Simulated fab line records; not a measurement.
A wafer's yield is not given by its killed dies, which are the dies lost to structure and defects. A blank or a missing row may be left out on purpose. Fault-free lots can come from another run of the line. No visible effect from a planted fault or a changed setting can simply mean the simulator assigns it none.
Code-filled problem report in 8D (eight disciplines) form / flow n5_finfet / the parts of the form that need people (team, actions taken, sign-off) are left out

## 1. THE PROBLEM
A mean of 999 is read at N5_BEOL_M11_INSPECT_13 for raw_defect_count, taken on 1 wafer of 1 lot, against 406 (standard deviation 120) on wafers free of any fault. Measured from the usual mean, that is +4.9 standard deviations.
The step: inspects for defects (brightfield).
Seen first at day 15 07:58 on defect_inspect-02, wafer L827.2. The record holds 27 wafers of 9 lots with a number at this step. Rule for "out", or "out of limits": more than 4 standard deviations from the usual mean. Any other wafer with a number is counted as sound.

## 2. WHAT IT IS AND WHAT IT IS NOT
question=which readings at this step | is=raw_defect_count | is not=-
question=which lots | is=L827 | is not=L814, L816, L817, L818, L822, L823, L826, L832
question=which wafers of those lots | is=L827.2 | is not=L827.1, L827.3
question=read on which gauges | is=defect_inspect-02 | is not=defect_inspect-01
question=when | is=from day 15 07:58 | is not=up to then (23 sound wafers); but 3 sound wafers of L832 came after

## 3. SUSPECTS, AND WHAT RULES EACH OUT
Counting: if a tool at a process step up to the reading ran every lot that is out, it stays a suspect. Sound lots after the first of them don't rule it out here, since some wafers of a struck lot are sound.
- the gauge at N5_BEOL_M11_INSPECT_13 is ruled out. All the wafers that are out were read on defect_inspect-02, but those of them that N5_PASSIVATION_PROBE_49 has rows for are out there too, on other tools.
- pecvd-04 at N5_BEOL_M11_PECVD_70 (deposits SiO2 from TEOS/O2, target thk 20 nm, time 22.7 s): kept. It ran the lot that is out, L827 (day 15 05:59); its last sound lot up to then is L823 (day 14 06:18).
- In pecvd-04 at N5_BEOL_M11_PECVD_70, the wafers that are out were processed in chamber 1 and their sound lot-mates in chambers 0, 2.
Remaining after the count: pecvd-04 at N5_BEOL_M11_PECVD_70.

## 4. THE CAUSE (what the simulator had put in)
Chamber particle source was pecvd-04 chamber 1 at N5_BEOL_M11_PECVD_70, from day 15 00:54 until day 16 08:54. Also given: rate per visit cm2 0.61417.
Counting left only this tool.

## 5. THE CHAIN OF EFFECTS, in route order
Rows list readings where the struck wafers' mean (over those with a number) sits beyond 3 standard deviations from the usual. Only readings whose record carries a usual standard deviation are examined. hours: median over the lots of the time between each lot's start at the first step of this table that gives one and its start at this step. sigmas: the change, counted in usual standard deviations.
hours=0; step=N5_BEOL_M11_INSPECT_13; reading=raw_defect_count; usual=406; on struck wafers=999; change=+593; sigmas=+4.9
hours=3; step=N5_BEOL_M11_INSPECT_30; reading=raw_defect_count; usual=414; on struck wafers=868; change=+454; sigmas=+3.8
hours=58; step=N5_PASSIVATION_PROBE_49; reading=defect_limited_yield; usual=91.2 %; on struck wafers=86.1; change=-5.1; sigmas=-3.4
hours=58; step=N5_PASSIVATION_PROBE_49; reading=killed_at_M4_up; usual=13; on struck wafers=122; change=+109; sigmas=+21
hours=58; step=N5_PASSIVATION_PROBE_49; reading=killed_dies; usual=103; on struck wafers=164; change=+61; sigmas=+3.6
hours=58; step=N5_PASSIVATION_PROBE_49; reading=sort_bin_5_function; usual=5.2 %; on struck wafers=9.2; change=+4.0; sigmas=+4.3
hours=58; step=N5_PASSIVATION_PROBE_49; reading=sort_n_pass; usual=1077; on struck wafers=1016; change=-61; sigmas=-3.6
hours=58; step=N5_PASSIVATION_PROBE_49; reading=sort_yield_pct; usual=91.2 %; on struck wafers=86.1; change=-5.1; sigmas=-3.4
It contains these process steps:
- N5_PASSIVATION_PROBE_49

## 6. WHAT WOULD HAVE CAUGHT IT SOONER
Counted from the fault's start at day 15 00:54, it took 7 hours until the first out-of-limits reading at a measuring or inspecting step in this record, taken at day 15 07:58.
An alarm limit of 4 standard deviations would not have fired on the tool readings at N5_BEOL_M11_PECVD_70 for which the record gives a usual standard deviation, since none of them was out on any struck wafer.
By day 15 07:58 the whole set of lots that are out, 1 in number, had already begun N5_BEOL_M11_PECVD_70 on pecvd-04. Tool hold at that time: it would have spared none of them.
